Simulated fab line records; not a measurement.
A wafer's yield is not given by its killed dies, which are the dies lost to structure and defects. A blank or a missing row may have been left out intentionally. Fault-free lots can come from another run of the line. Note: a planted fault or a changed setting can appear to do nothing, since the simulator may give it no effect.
Split-lot study || flow n5_finfet || route with 1938 steps; 7 lots, 21 wafers read

THE SPLIT
At N5_PASSIVATION_ETCH_54 (etches SiO2 in CHF3/O2, target depth 880 nm, time 440 s), the setting source_w was moved away from the recipe's 650 W on 5 of the 21 wafers read, by -15.9% to +9.8%. For the rest of the wafers, this setting stayed at what the recipe calls for.

The split's own step is where the reading is taken.

THE READING
rf_vpp_V, in V, at N5_PASSIVATION_ETCH_54 (etches SiO2 in CHF3/O2, target depth 880 nm, time 440 s). Typical for fault-free wafers on this fab line: 525 V, with standard deviation 18 V.

{"wafer": "L075.2", "tool, chamber at the split": "rie_diel-01, 2", "source_w as run, W": 650, "against the recipe": "recipe", "rf_vpp_V, V": 515, "against lot-mates on the recipe": "-"}
{"wafer": "L075.4", "tool, chamber at the split": "rie_diel-01, 2", "source_w as run, W": 650, "against the recipe": "recipe", "rf_vpp_V, V": 516, "against lot-mates on the recipe": "-"}
{"wafer": "L075.6", "tool, chamber at the split": "rie_diel-01, 1", "source_w as run, W": 650, "against the recipe": "recipe", "rf_vpp_V, V": 502, "against lot-mates on the recipe": "-"}
{"wafer": "L085.2", "tool, chamber at the split": "rie_diel-01, 2", "source_w as run, W": 714, "against the recipe": "+9.8%", "rf_vpp_V, V": 490, "against lot-mates on the recipe": -24}
{"wafer": "L085.3", "tool, chamber at the split": "rie_diel-01, 0", "source_w as run, W": 650, "against the recipe": "recipe", "rf_vpp_V, V": 513, "against lot-mates on the recipe": "-"}
{"wafer": "L085.5", "tool, chamber at the split": "rie_diel-01, 0", "source_w as run, W": 650, "against the recipe": "recipe", "rf_vpp_V, V": 514, "against lot-mates on the recipe": "-"}
{"wafer": "L087.1", "tool, chamber at the split": "rie_diel-05, 2", "source_w as run, W": 546.8, "against the recipe": "-15.9%", "rf_vpp_V, V": 588, "against lot-mates on the recipe": "+25"}
{"wafer": "L087.2", "tool, chamber at the split": "rie_diel-05, 3", "source_w as run, W": 650, "against the recipe": "recipe", "rf_vpp_V, V": 563, "against lot-mates on the recipe": "-"}
{"wafer": "L087.3", "tool, chamber at the split": "rie_diel-05, 1", "source_w as run, W": 546.8, "against the recipe": "-15.9%", "rf_vpp_V, V": 602, "against lot-mates on the recipe": "+39"}
{"wafer": "L092.2", "tool, chamber at the split": "rie_diel-06, 0", "source_w as run, W": 650, "against the recipe": "recipe", "rf_vpp_V, V": 519, "against lot-mates on the recipe": "-"}
{"wafer": "L092.5", "tool, chamber at the split": "rie_diel-06, 2", "source_w as run, W": 650, "against the recipe": "recipe", "rf_vpp_V, V": 523, "against lot-mates on the recipe": "-"}
{"wafer": "L092.6", "tool, chamber at the split": "rie_diel-06, 3", "source_w as run, W": 611.7, "against the recipe": "-5.9%", "rf_vpp_V, V": 526, "against lot-mates on the recipe": "+5"}
{"wafer": "L093.1", "tool, chamber at the split": "rie_diel-01, 3", "source_w as run, W": 650, "against the recipe": "recipe", "rf_vpp_V, V": 516, "against lot-mates on the recipe": "-"}
{"wafer": "L093.4", "tool, chamber at the split": "rie_diel-01, 2", "source_w as run, W": 650, "against the recipe": "recipe", "rf_vpp_V, V": 513, "against lot-mates on the recipe": "-"}
{"wafer": "L093.6", "tool, chamber at the split": "rie_diel-01, 0", "source_w as run, W": 616.2, "against the recipe": "-5.2%", "rf_vpp_V, V": 527, "against lot-mates on the recipe": "+12"}
{"wafer": "L097.1", "tool, chamber at the split": "rie_diel-01, 0", "source_w as run, W": 650, "against the recipe": "recipe", "rf_vpp_V, V": 514, "against lot-mates on the recipe": "-"}
{"wafer": "L097.2", "tool, chamber at the split": "rie_diel-01, 1", "source_w as run, W": 650, "against the recipe": "recipe", "rf_vpp_V, V": 511, "against lot-mates on the recipe": "-"}
{"wafer": "L097.4", "tool, chamber at the split": "rie_diel-01, 3", "source_w as run, W": 650, "against the recipe": "recipe", "rf_vpp_V, V": 515, "against lot-mates on the recipe": "-"}
{"wafer": "L094.2", "tool, chamber at the split": "rie_diel-01, 2", "source_w as run, W": 650, "against the recipe": "recipe", "rf_vpp_V, V": 514, "against lot-mates on the recipe": "-"}
{"wafer": "L094.4", "tool, chamber at the split": "rie_diel-01, 2", "source_w as run, W": 650, "against the recipe": "recipe", "rf_vpp_V, V": 513, "against lot-mates on the recipe": "-"}
{"wafer": "L094.6", "tool, chamber at the split": "rie_diel-01, 0", "source_w as run, W": 650, "against the recipe": "recipe", "rf_vpp_V, V": 514, "against lot-mates on the recipe": "-"}

THE FIT
A straight line over all 21 wafers: rf_vpp_V changes by -4.27 V for each +1% of source_w; r = -0.87; the points scatter about the line by 13 V.
The same after taking each lot's own level away (the mean of its wafers on the recipe; 21 wafers): -2.05 V for each +1%; r = -0.95; scatter 4 V.
The reading moves by 33 V for the largest change in source_w, on that fit.
Across the lots, their own levels run from 511.0 to 563.0 V, a range of 2.9 times the standard deviation given above.
Hence the slope depends on the lot-to-lot level, as the two fits are not the same.
Check: for one of the wafers moved furthest among these (-15.9%), held out of the fit, the line's prediction against its lot-mates is +36.4 V. Against them it came out at +25 V.
Tool readings at the split's step, against how far the setting was moved: rf_vpp_V r = -0.87.

OTHER SPLITS ON THESE WAFERS
Other splits were also applied to these wafers ahead of the reading. Each is held against what the fit with the lots' levels taken away leaves over:
{"other split on the same wafers": "N5_BEOL_M14_COAT_58 spin_rpm", "wafers away from the commonest value": 6, "r with rf_vpp_V (lot level and that fit taken away)": "+0.47"}
{"other split on the same wafers": "N5_PASSIVATION_EXPOSE_27 dose_mj", "wafers away from the commonest value": 6, "r with rf_vpp_V (lot level and that fit taken away)": "+0.17"}
{"other split on the same wafers": "N5_PASSIVATION_PASS_ETCH_47 source_w", "wafers away from the commonest value": 6, "r with rf_vpp_V (lot level and that fit taken away)": "+0.13"}

THE WHOLE CHAIN: every reading that the file lists as answering this split, in the file's order
{"step": "N5_PASSIVATION_ETCH_54", "what it does": "etches SiO2 in CHF3/O2, target depth 880 nm, time 440 s", "reading": "rf_vpp_V", "change (the file's fit)": "-2 V for each +1% of the setting", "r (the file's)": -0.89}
{"step": "N5_PASSIVATION_ETCH_54", "what it does": "etches SiO2 in CHF3/O2, target depth 880 nm, time 440 s", "reading": "etch.depth_nm (the simulator's own value, which no gauge read)", "change (the file's fit)": "+5.5 nm for each +1% of the setting", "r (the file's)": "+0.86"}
{"step": "N5_PASSIVATION_ETCH_54", "what it does": "etches SiO2 in CHF3/O2, target depth 880 nm, time 440 s", "reading": "PASSIVATION.feature_depth_nm (the simulator's own value, which no gauge read)", "change (the file's fit)": "+5.5 nm for each +1% of the setting", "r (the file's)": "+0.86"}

FILE'S OWN FIT
rf_vpp_V changes by -2 V for each +1% of source_w, r = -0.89.
